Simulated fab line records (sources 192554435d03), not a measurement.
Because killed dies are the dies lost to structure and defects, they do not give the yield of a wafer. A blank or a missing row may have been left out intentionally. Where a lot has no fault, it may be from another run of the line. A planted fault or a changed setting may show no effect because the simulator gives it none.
What tool caused it? | flow n5 finfet | 10 lots with 30 wafers sampled at 4 steps, on a route of 1938 steps

WHAT THE GAUGES READ, wafer by wafer
N5_BEOL_M4_THK_MEAS_01.
lot  | measured     | on            | M4_ILD_THK (nm)
L889 | day 8 04:10  | film metro-01 | 77.7 77.6 79.6
L890 | day 8 10:21  | film metro-01 | 79.4 80.0 79.3
L894 | day 8 23:52  | film metro-02 | 79.1 79.7 79.7
L897 | day 10 00:45 | film metro-02 | 78.9 80.0 81.4
L898 | day 10 03:48 | film metro-02 | 78.1 78.0 79.0
L901 | day 12 18:20 | film metro-02 | 76.8 77.1 79.2
L909 | day 13 01:33 | film metro-01 | 78.3 79.4 79.3
L910 | day 13 09:54 | film metro-02 | 79.4 79.2 79.9

TOOL THAT RAN EACH LOT (tool first, then ch and the chambers of the sampled wafers, then the start)
lot  | N5_BEOL_M3_SPUTTER_88        | N5_BEOL_M3_CO_CAP_55             | N5_BEOL_M3_DEP_57
L889 | pvd sputter-01, day 8 02:07  | cvd co-01 ch 0,2, day 8 03:52    | pecvd-02 ch 1,2, day 8 03:58
L890 | pvd sputter-02, day 8 08:14  | cvd co-01 ch 0,1, day 8 10:02    | pecvd-04 ch 1,2, day 8 10:09
L894 | pvd sputter-01, day 8 21:48  | cvd co-01 ch 0,2, day 8 23:32    | pecvd-04 ch 0,1, day 8 23:40
L897 | pvd sputter-03, day 9 22:25  | cvd co-02 ch 0,1, day 10 00:26   | pecvd-04 ch 0,1, day 10 00:33
L898 | pvd sputter-01, day 10 01:12 | cvd co-02 ch 0,2, day 10 03:29   | pecvd-02 ch 1,2, day 10 03:37
L901 | pvd sputter-02, day 12 16:13 | cvd co-01 ch 0,1,2, day 12 18:00 | pecvd-02 ch 0,1,2, day 12 18:07
L904 | pvd sputter-02, day 12 21:47 | cvd co-02 ch 0,2, day 12 23:32   | pecvd-04 ch 0,1,2, day 12 23:38
L908 | pvd sputter-03, day 12 23:14 | cvd co-01 ch 0,1, day 13 01:04   | pecvd-02 ch 0,1,2, day 13 01:11
L909 | pvd sputter-01, day 12 23:14 | cvd co-02 ch 0,1,2, day 13 01:11 | pecvd-01 ch 1,2, day 13 01:19
L910 | pvd sputter-03, day 13 07:50 | cvd co-01 ch 0,1,2, day 13 09:37 | pecvd-02 ch 0,1,2, day 13 09:43
- N5_BEOL_M3_SPUTTER_88: material Cu, target thk 4.5 nm, time 8.29 s.
- N5_BEOL_M3_CO_CAP_55: material Co, precursor CCTBA/H2, target thk 2 nm, time 102.1 s.
- N5_BEOL_M3_DEP_57: deposits SiCN from 3MS/NH3, target thk 8 nm, time 14 s.

THE ANSWER, worked out from the rows above alone
Rule: the lots themselves supply what counts as usual. The widest of any qualifying gaps counts: lots, ordered by their means at a reading, are off when they make up no more than a third of the lots, leave a main group of 4 or more, and stand apart from it by 3 or more times the standard deviation of that group's means. A main group whose means are all the same, to the digits that the tables above print for the reading, isn't used. A lot without any number at a reading at which 4 lots or more have one is off too. Where the step has rows for the other lots, those lots are counted as sound.
No lot is off on any of the readings shown, so nothing can be concluded from this.

WHAT THE SIMULATOR HAD PUT IN
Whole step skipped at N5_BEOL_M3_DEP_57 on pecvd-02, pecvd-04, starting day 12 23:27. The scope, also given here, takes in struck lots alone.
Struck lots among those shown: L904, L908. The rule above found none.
